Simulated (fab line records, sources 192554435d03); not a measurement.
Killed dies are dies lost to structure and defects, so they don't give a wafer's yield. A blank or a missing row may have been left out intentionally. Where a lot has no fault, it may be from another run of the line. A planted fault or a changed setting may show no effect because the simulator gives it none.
fab line records | flow n5Finfet
record: lots: 4 | wafers: 12 | lastDay: 19
route steps=1938 shown BEOL_M4@1099 BEOL_M5@1112 PASS1_CAP@1874 PASSIVATION@1936
lots that met no fault: from a run of the same line without faults
startH: start of the lot's first displayed wafer, in hours after the record's first day | waitH: hours elapsed since this lot's preceding step | " same as the row above | L1.1+2: one row covering several wafers at once | - no value, or no start given | * or withheld: withheld | < > ~ a bound
route shown NAME@n: a module of which the file shows steps, and the number in the route of the first | usual: mean and standard deviation over wafers with no fault | same: alike in all rows | chamber/n: place in a boat | sites: each site's reading | _std_site: how widely they spread, as a standard deviation | _edge_site: outer sites' mean less inner sites' | radiusMm: for every site, how far away it sits from the centre of the wafer | mask NAME#n: copy n | behind: the most recent tool/chamber to have shaped the wafer | hold: cause of the lot's hold/its duration in hours/its outcome | device: transistor that didn't switch, given as n, p or np | end of line: tests of these same wafers at the route's end | a step without rows: its recipe alone | killed: at the first sort, the dies lost to defects and structure; wafer yield is something else | map: a wafer's dies, marking killed ones x, the rest . and places with no die _
set.NAME: the setting that was run; set.NAME@STEP: the one run at that earlier step | model.NAME: the simulator's own value behind a step, which no gauge read
lots at some steps of the route; a table a step, a row a wafer
services: the hour from which a tool's chamber was out of use, counted from the record's first day as startH (under 0 if before that day), plus the number of hours and why
== steps ==
step: N5_BEOL_M4_ANNEAL_95
recipe: tempC: 400 | timeS: 240 | ambient: vacuum
step: N5_BEOL_M4_SPUTTER_96
recipe: material: Cu | targetThkA: 45 | tempC: -20 | chamberPressurePa: 0.07 | powerW: withheld | timeS: 8.29
step: N5_BEOL_M4_ECD_50
recipe: material: Cu | targetThkA: 3000
step: N5_BEOL_M4_ANNEAL_51
recipe: tempC: 225 | timeS: 90 | ambient: N2
step: N5_BEOL_M4_CMP_52
recipe: stopOn: SiOC | tOverpolishS: 6.8 | downForcePsi: 1 | platenRpm: 50 | clearingPlatenDownForcePsi: 1.5 | clearingPlatenRpm: 50 | postCmpClean: cuAlkaline | targetThkNm: 40 | clearingPlatenPadVelocityMS: 0.99484 | padVelocityMS: 0.99484
step: N5_BEOL_M4_PRE_CLEAN_60
recipe: gas: NH3/H2 | timeS: 15 | tempC: * | rfPowerW: 300
step: N5_BEOL_M4_CO_CAP_55
recipe: material: Co | targetThkA: 20 | tempC: 200 | precursor: CCTBA/H2 | pressureTorr: 30 | timeS: 102.1
step: N5_BEOL_M4_PRE_CLEAN_56
recipe: gas: NH3 | timeS: 15 | tempC: withheld | rfPowerW: 300
step: N5_BEOL_M4_DEP_57
recipe: material: SiCN | targetThkA: 80 | tempC: withheld | precursor: 3MS/NH3 | pressureTorr: 3 | rfW: 202 | timeS: 14
step: N5_BEOL_M4_RC_MEAS_101
usual: DIBL_N: 36.3/1.6 | DIBL_P: 36.4/2.1 | IOFF_N: 0.16/0.032 | IOFF_P: 0.22/0.044 | ION_N: 675/12 | ION_P: 463/8.3 | SS_N: 71.6/0.64 | SS_P: 73.3/0.67 | VT_N: 250/3.3 | VT_P: -250/3.7
lot.wafer | tool      | chamber | startH | waitH | DIBL_N[mV/V] | DIBL_P[mV/V] | IOFF_N[nA/um] | IOFF_P[nA/um] | ION_N[uA/um] | ION_P[uA/um] | SS_N[mV/dec] | SS_P[mV/dec] | VT_N[mV] | VT_P[mV]
L583.1    | prober-01 | 0       | 208.95 | 0.0   | 37.6         | 37.9         | 0.16          | 0.19          | 675          | 458          | 71.7         | 73.6         | 249      | -254
L583.2    | "         | 0       | "      | "     | 39.2         | 40.5         | 0.20          | 0.24          | 690          | 467          | 72.1         | 74.4         | 246      | -247
L583.6    | "         | 0       | "      | "     | 34.9         | 35.7         | 0.13          | 0.17          | 667          | 453          | 71.4         | 73.2         | 254      | -254
L589.2    | prober-01 | 0       | 254.86 | 0.2   | 37.6         | 37.0         | 0.17          | 0.28          | 682          | 475          | 72.1         | 72.7         | 250      | -244
L589.3    | "         | 0       | "      | "     | 40.7         | 41.1         | 0.23          | 0.41          | 683          | 480          | 73.0         | 75.3         | 246      | -240
L589.5    | "         | 0       | "      | "     | 37.5         | 37.5         | 0.17          | 0.29          | 677          | 472          | 72.6         | 73.3         | 248      | -242
L593.1    | prober-01 | 0       | 279.39 | 0.0   | 36.9         | 37.0         | 0.15          | 0.22          | 674          | 455          | 71.7         | 73.8         | 250      | -252
L593.5    | "         | 0       | "      | "     | 35.9         | 36.0         | 0.14          | 0.20          | 673          | 460          | 71.3         | 72.7         | 253      | -254
L593.6    | "         | 0       | "      | "     | 35.5         | 35.3         | 0.13          | 0.18          | 665          | 455          | 71.0         | 72.8         | 254      | -255
L602.4    | prober-02 | 0       | 351.32 | 0.5   | 38.6         | 37.5         | 0.16          | 0.21          | 666          | 452          | 72.7         | 73.7         | 254      | -253
L602.5    | "         | 0       | "      | "     | 37.3         | 37.4         | 0.15          | 0.22          | 668          | 458          | 71.8         | 73.0         | 251      | -251
L602.6    | "         | 0       | "      | "     | 36.7         | 34.2         | 0.13          | 0.17          | 665          | 452          | 71.3         | 72.2         | 257      | -254
step: N5_BEOL_M5_ILD_DEP_00
recipe: material: SiCOH_lowk | targetThkA: 1406.4 | tempC: 300 | precursor: DEMS/porogen | pressureTorr: 5 | rfW: 500 | timeS: 25.9
step: N5_BEOL_M5_CURE_79
recipe: tempC: 385 | timeS: 240 | ambient: He/Ar | material: SiCOH_lowk
step: N5_BEOL_M5_PECVD_70
recipe: material: SiO2 | targetThkA: 160 | tempC: 400 | precursor: TEOS/O2 | pressureTorr: 5.5 | rfW: 450 | teosFlowSccm: 53.8 | gas: O2 | flowSccm: 3000 | timeS: 18
step: N5_BEOL_M5_HM_DEP_02
recipe: material: TiN | targetThkA: 200 | tempC: 25 | chamberPressurePa: 0.49996
step: N5_BEOL_M5_COAT_59
recipe: resist: SOC | tempC: 250 | timeS: 60 | spinRpm: 1500 | resistThkNm: 60
step: N5_BEOL_M5_COAT_60
recipe: resist: SiARC | tempC: 220 | timeS: 60 | spinRpm: 1500 | resistThkNm: 12
step: N5_BEOL_M5_COAT_71
recipe: resist: underlayer | tempC: 205 | timeS: 60 | spinRpm: 1500 | resistThkNm: 5
step: N5_BEOL_M5_COAT_05
recipe: resist: CAR-EUV | spinRpm: 1500 | resistThkNm: 30
step: N5_BEOL_M5_EBR_07
recipe: solvent: PGMEA | ebrWidthMm: 1.5
step: N5_BEOL_M5_SOFTBAKE_06
recipe: tempC: 110 | timeS: 60 | resist: CAR-EUV
step: N5_BEOL_M5_EXPOSE_08
recipe: maskId: M5 | na: 0.33 | sourceShape: annular | sigmaInner: 0.4 | sigmaOuter: 0.8 | polarization: unpolarized | targetCdNm: 28 | doseMj: 35.75
step: N5_BEOL_M5_PEB_09
recipe: pebTempC: 100 | pebTimeS: 60 | resist: CAR-EUV
step: N5_BEOL_M5_DEVELOP_10
recipe: developTimeS: 30 | developer: TMAH | resist: CAR-EUV | rinseLiquid: surfactantRinse | dry: airSpin | devTempC: 23
step: N5_BEOL_M5_DESCUM_16
recipe: chemistry: O2 | timeS: 7 | sourcePowerW: 50 | biasPowerW: 20 | pressureMtorr: 20 | rfFrequencyHz: 2.712e+07 | tempC: 40 | resist: CAR-EUV | o2FlowSccm: 225
step: N5_BEOL_M5_ETCH_72
recipe: chemistry: N2/H2 | target: underlayer | targetDepthA: 65 | maskMaterial: CAR-EUV | timeS: 5.2 | ionEnergyEv: 200 | pressureMtorr: 30 | sourceW: 840 | biasW: 150 | n2FlowSccm: 200 | h2FlowSccm: 200 | ends: cleared
step: N5_BEOL_M5_ETCH_61
recipe: chemistry: CF4 | target: SiARC | targetDepthA: 156 | maskMaterial: CAR-EUV | timeS: 26 | ionEnergyEv: 80 | pressureMtorr: 40 | sourceW: 545 | biasW: 36 | Ar_flow_sccm: 100 | cf4FlowSccm: 100 | ends: cleared
step: N5_BEOL_M5_ETCH_62
recipe: chemistry: N2/H2 | target: SOC | targetDepthA: 750 | overetchA: 150 | maskMaterial: SiARC | tempC: 40 | timeS: 112.5 | ionEnergyEv: 200 | pressureMtorr: 30 | sourceW: 840 | biasW: 150 | n2FlowSccm: 200 | h2FlowSccm: 200
step: N5_BEOL_M5_STRIP_63
recipe: chemistry: N2/H2 | tempC: 40 | n2FlowSccm: 200 | h2FlowSccm: 200 | rfFrequencyHz: 6e+07
step: N5_BEOL_M5_STRIP_73
recipe: chemistry: N2/H2 | tempC: 40 | n2FlowSccm: 200 | h2FlowSccm: 200 | rfFrequencyHz: 6e+07
step: N5_BEOL_M5_STRIP_64
recipe: chemistry: CF4 | resist: SiARC | powerW: 300 | biasPowerW: 75 | pressureMtorr: 50 | cf4FlowSccm: 150 | rfFrequencyHz: 6e+07
step: N5_BEOL_M5_HM_OPEN_17
recipe: chemistry: Cl2/BCl3 | targetDepthA: 200 | overetchA: 60 | target: TiN | maskMaterial: SOC | ionEnergyEv: 150 | pressureMtorr: 10 | icpW: 1000 | biasW: 126 | Cl2_flow_sccm: 53.25 | bcl3FlowSccm: 21.75 | Ar_flow_sccm: 25
step: N5_BEOL_M5_STRIP_19
recipe: chemistry: O2 | powerW: 400 | tempC: 40 | pressureMtorr: 30 | rfFrequencyHz: 6e+07 | biasPowerW: 0 | overashFraction: 0.2 | o2FlowSccm: 225
step: N5_BEOL_M5_COAT_65
recipe: resist: SOC | tempC: 250 | timeS: 60 | spinRpm: 1500 | resistThkNm: 60
step: N5_BEOL_M5_COAT_66
recipe: resist: SiARC | tempC: 220 | timeS: 60 | spinRpm: 1500 | resistThkNm: 12
step: N5_PASSIVATION_PECVD_01
recipe: material: SiNx | targetThkA: 2000 | tempC: 400 | precursor: SiH4/NH3/N2 | pressureTorr: 4.9 | rfW: 1406 | timeS: 43.2
usual: heaterPowerW: 399/100 | showerheadPlenumPTorr: 8.64/0.1 | throttleValvePct: 29.0/1.3
lot.wafer | tool     | chamber | startH | waitH | heaterPowerW | showerheadPlenumPTorr | throttleValvePct
L583.1    | pecvd-02 | 1       | 310.27 | 0.0   | 429          | 8.79                  | 29.0
L583.2    | "        | 0       | "      | "     | 535          | 8.73                  | 30.2
L583.6    | "        | 0       | "      | "     | 539          | 8.72                  | 30.1
L589.2    | pecvd-02 | 2       | 363.97 | 0.0   | 451          | 8.49                  | 29.7
L589.3    | "        | 1       | "      | "     | 380          | 8.76                  | 29.2
L589.5    | "        | 2       | "      | "     | 489          | 8.47                  | 30.1
L593.1    | pecvd-02 | 2       | 374.07 | 0.0   | 559          | 8.49                  | 30.0
L593.5    | "        | 1       | "      | "     | 416          | 8.77                  | 29.3
L593.6    | "        | 2       | "      | "     | 580          | 8.46                  | 30.1
L602.4    | pecvd-04 | 0       | 452.30 | 0.0   | 210          | 8.70                  | 27.3
L602.5    | "        | 2       | "      | "     | 278          | 8.60                  | 27.7
L602.6    | "        | 1       | "      | "     | 434          | 8.76                  | 27.9
step: N5_PASSIVATION_PROBE_49
usual: defectLimitedYield: 91.4/1.2 | killed_at_M0_to_M3: 35/11 | killed_at_M4_up: 14/6 | killedAtContacts: 12/6.7 | killedAtFrontEnd: 37/9.7 | killedAtOther: 3.5/2.5 | killedDies: 102/15 | killedOnRim: 13/3.6 | killedOpen: 67/12 | killedShort: 33/7.3 | sort_bin_5_function: 5.1/0.81 | sort_bin_6_memory: 3.2/0.65 | sortNPass: 1078/15 | sortYieldPct: 91.4/1.2
same: grossDies: 1180 | killedAtBackSide: 0 | sort_bin_4_leakage[%]: 0 | sort_bin_8_speed[%]: 0
lot.wafer | tool      | chamber | startH | waitH | defectLimitedYield[%] | killed_at_M0_to_M3 | killed_at_M4_up | killedAtContacts | killedAtFrontEnd | killedAtOther | killedDies | killedOnRim | killedOpen | killedShort | sort_bin_5_function[%] | sort_bin_6_memory[%] | sortNPass | sortYieldPct[%]
L583.1    | prober-01 | -       | 318.35 | 0.0   | 90.8                  | 44                 | 8               | 9                | 41               | 7             | 109        | 19          | 64         | 44          | 5.7                    | 3.3                  | 1071      | 90.8
L583.2    | prober-01 | -       | 318.40 | 0.1   | 90.4                  | 47                 | 13              | 19               | 32               | 2             | 113        | 20          | 78         | 34          | 5.7                    | 3.6                  | 1067      | 90.4
L583.6    | prober-01 | -       | 318.60 | 0.3   | 89.4                  | 47                 | 15              | 3                | 58               | 2             | 125        | 18          | 66         | 59          | 5.8                    | 4.3                  | 1055      | 89.4
L589.2    | prober-01 | -       | 372.82 | 0.1   | 66.3                  | 29                 | 9               | 14               | 28               | 318           | 398        | 152         | 54         | 30          | 5.2                    | 1.7                  | 782       | 66.3
L589.3    | prober-01 | -       | 372.87 | 0.1   | 64.3                  | 38                 | 10              | 11               | 43               | 319           | 421        | 152         | 68         | 32          | 5.5                    | 2.9                  | 759       | 64.3
L589.5    | prober-01 | -       | 372.97 | 0.2   | 62.6                  | 56                 | 11              | 8                | 33               | 333           | 441        | 152         | 74         | 36          | 5.6                    | 3.6                  | 739       | 62.6
L593.1    | prober-02 | -       | 381.54 | 0.3   | 64.4                  | 32                 | 31              | 19               | 24               | 314           | 420        | 152         | 87         | 26          | 6.2                    | 3.4                  | 760       | 64.4
L593.5    | prober-02 | -       | 381.74 | 0.5   | 63.9                  | 44                 | 34              | 9                | 23               | 316           | 426        | 151         | 91         | 27          | 6.1                    | 3.6                  | 754       | 63.9
L593.6    | prober-02 | -       | 381.79 | 0.5   | 65.3                  | 34                 | 19              | 6                | 36               | 315           | 410        | 152         | 67         | 28          | 5.5                    | 2.4                  | 770       | 65.3
killed by level:class
L583.1 FIN_SAQP:geometricParticle:short=15 BEOL_M1:geometricParticle:open=12 MOL_CONTACT_COAG:geometricParticle:open=9 BEOL_M0_SAQP:geometricParticle:short=9 BEOL_M2:geometricParticle:open=8 GATE_CUT:geometricParticle:open=5 BEOL_M0_SAQP:geometricParticle:open=5 MIM_TOP_ETCH:geometricParticle:short=5
L583.2 MOL_CONTACT_COAG:geometricParticle:open=17 BEOL_M3:geometricParticle:open=16 BEOL_M1:geometricParticle:open=10 FIN_SAQP:geometricParticle:short=8 GATE_CUT:geometricParticle:short=6 BEOL_M0_SAQP:geometricParticle:open=6 FIN_SAQP:geometricParticle:open=4 BEOL_M0_SAQP:geometricParticle:short=4
L583.6 BEOL_M0_SAQP:geometricParticle:short=20 FIN_SAQP:geometricParticle:short=17 FIN_SAQP:geometricParticle:open=12 BEOL_M0_SAQP:geometricParticle:open=10 GATE_CUT:geometricParticle:short=8 BEOL_M1:geometricParticle:open=7 GATE_CUT:geometricParticle:open=6 BEOL_M3:geometricParticle:open=5
L589.2 PASS1_CAP:areaPecvd=314 MOL_CONTACT_COAG:geometricParticle:open=12 FIN_SAQP:geometricParticle:short=10 BEOL_M0_SAQP:geometricParticle:open=10 STI_FIN_REVEAL:geometricParticle:open=9 BEOL_M0_SAQP:geometricParticle:short=8 BEOL_M2:geometricParticle:open=5 BEOL_M4:geometricParticle:open=4
L589.3 PASS1_CAP:areaPecvd=319 BEOL_M0_SAQP:geometricParticle:open=14 STI_FIN_REVEAL:geometricParticle:open=11 FIN_SAQP:geometricParticle:open=10 MOL_CONTACT_COAG:geometricParticle:open=8 BEOL_M0_SAQP:geometricParticle:short=8 FIN_SAQP:geometricParticle:short=6 BEOL_M1:geometricParticle:open=6
L589.5 PASS1_CAP:areaPecvd=331 BEOL_M0_SAQP:geometricParticle:short=15 STI_FIN_REVEAL:geometricParticle:open=14 BEOL_M2:geometricParticle:open=10 BEOL_M0_SAQP:geometricParticle:open=8 MOL_CONTACT_COAG:geometricParticle:open=8 FIN_SAQP:geometricParticle:short=6 BEOL_M3:geometricParticle:short=6
L593.1 PASS1_CAP:areaPecvd=306 MOL_CONTACT_COAG:geometricParticle:open=17 BEOL_M4:geometricParticle:open=14 BEOL_M3:geometricParticle:open=13 STI_FIN_REVEAL:geometricParticle:open=11 BEOL_M0_SAQP:geometricParticle:short=6 BEOL_M1:geometricParticle:open=5 BEOL_M6:geometricParticle:open=5
L593.5 PASS1_CAP:areaPecvd=307 BEOL_M4:geometricParticle:open=16 BEOL_M1:geometricParticle:open=14 MOL_CONTACT_COAG:geometricParticle:open=8 BEOL_M2:geometricParticle:open=8 FIN_SAQP:geometricParticle:open=7 BEOL_M0_SAQP:geometricParticle:open=7 STI_FIN_REVEAL:geometricParticle:open=6
L593.6 PASS1_CAP:areaPecvd=314 BEOL_M3:geometricParticle:open=13 BEOL_M4:geometricParticle:open=9 STI_FIN_REVEAL:geometricParticle:open=8 BEOL_M1:geometricParticle:open=6 GATE_CUT:geometricParticle:short=5 MOL_CONTACT_COAG:geometricParticle:open=5 BEOL_M2:geometricParticle:open=5
map L589.5 (x killed, . not)
_________________xxxxxxxxxxxx________________
______________xxxxxxx.xxxxxxxxxx_____________
___________xxxxxxxxxxxxxxxxxxxxxxxx__________
__________xxx.x.x.x....x...x..xx.xxx_________
________xxxxxxx......x..x....x..xxxxxx_______
_______xxxxx.............x.xx.x...xxxxx______
______xxxxx..x....xx.........x..x..xxxxx_____
_____xxxx..............x............xxxxx____
____xxxxx........x.x.....x...........x.xxx___
___xxxxx............x.....x...x....x...xxxx__
___xx.............x..x............x...x.xxx__
__xxx.x......x...x..............xx..x...xxxx_
__xxxx...x...x............................xx_
_xxxxx.....x................x..........xxxxxx
_xxx...............x....x....x...xx......xxxx
_xxx......................x....x.x........x.x
_xxx........x..x.........x.....xx.......xxxxx
_xxx......................x.............x..xx
_xxxx...........................xxx.x.....xxx
_xxxx............x...........x.........xxxxxx
_xxx.x..x........x....x.......x....x...x.xxxx
__xxx.......x..........................x.xxx_
__xxxxx.x..........xx.x...xx............xxxx_
___xxxxxx.................x............xxxx__
___xxxx.........xx.......x............xxxxx__
____xxxxx..........x................xxxxxx___
_____xx.xx...............x..x.....xxxxxxx____
______xxxxxx...........x.x..........xxxx_____
_______xxxxxx.......x........xx.xx.xxxx______
________xxxxxx..................xxxxxx_______
__________xxxx..x.x.x.....x.x.xxxxxx_________
___________xxxxxxx.x.x.x.xxxxxxxxxx__________
______________xxxxxxxxxxxxxxxxxx_____________
_________________xxxxxxxxxxxx________________
map L593.5 (x killed, . not)
_________________xxxxxxxxxxxx________________
______________xxxxxxxxxxxx.xxxxx_____________
___________xxxxxxxx....x.x.xxxxxxxx__________
__________xxxxxxx.xx........x.xxxxxx_________
________xxxxxxx.....x..........xxxxxxx_______
_______xxxxx..........x.........x..xxxx______
______xxxxx.................x....x.xxxxx_____
_____xxx.x...................x......xxxxx____
____xxxx........x.......x....x.......xxxxx___
___xxxx....x...................x.....x.xxxx__
___xx.x.......x..........x.....x..x....xxxx__
__xx.......x.....................x.....x.xxx_
__xx.x.....x.x.........x............x..x.xxx_
_xxxx......x.........x....................xxx
_xxxx.....................x....xx...x....xxxx
_xxx.x....................xx.xx..x..x....xxxx
_xxx............................x....x...xxxx
_xxxx.xxx...x...x.x....x..x...............xxx
_xxxxx....................................xxx
_xxxx........x.............x........x..x.xxxx
_xxxx......x.x..x........x....x.x.xx.....xxxx
__xxx...............x..........x.......x.xxx_
__xxxx..x.........x......x..x.x.........xxxx_
___xxx.x....xx...xx............x.......xxxx__
___xx.x.......................xx..x....xxxx__
____xxxxx............x.x.....x.x...x...xxx___
_____xxx.xx.....x..x................xxxxx____
______xx.x.xx..........x..........x..xxx_____
_______xx.x.xx.....x.x..........xxxxxxx______
________xx.xxx................x..x.xxx_______
__________xxxxx..x.....x..x....x.xxx_________
___________xxxxxxx..xx.xxxxxxxxxxxx__________
______________xxxxxxxxxxxxxxxxxx_____________
_________________xxxxxxxxxxxx________________
== services ==
tool     | chamber | startH | hours | kind
pecvd-04 | -       | 296.71 | 4.4   | repair
pecvd-02 | 1       | 314.06 | 5.5   | scheduledDown
pecvd-04 | 0       | 336.82 | -     | clean
pecvd-04 | 0       | 336.82 | 29.5  | scheduledDown
pecvd-04 | 0       | 336.82 | 29.5  | ventCycle
pecvd-02 | 0       | 355.07 | 39.7  | repair
pecvd-02 | 1       | 366.88 | 2.1   | scheduledDown
pecvd-02 | 1       | 394.72 | -     | clean
pecvd-02 | 1       | 394.72 | -     | consumableReplace:showerhead
pecvd-02 | 1       | 394.72 | 29.0  | scheduledDown
pecvd-02 | 1       | 394.72 | 29.0  | ventCycle
== key ==
firstSign: step: N5_PASSIVATION_PROBE_49 | reading: killedAtOther | direction: up | sigmas: 99+ | usual: 3.5 | struck: 319.2
effect: step: N5_PASSIVATION_PROBE_49 | reading: sortNPass | direction: down | sigmas: 22 | usual: 1078 | struck: 761
moreKillsBornAt: N5_PASSIVATION_PECVD_01@pecvd-02: 1891
metAt N5_PASSIVATION_PECVD_01
struckWafers L589.2,L589.3,L589.5,L593.1,L593.5,L593.6
onsetBetween 310.27 363.97
fault: kind: siteProfileDrift | tool: pecvd-02 | chamber: - | onsetH: 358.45 | steps: N5_PASSIVATION_PECVD_01 | basis: fraction | maxAbsDrift: 0.39509 | slopeSharePerHr: 87.797 | sitePattern: 0,0,0,0,0,-1,-1,-1,-1
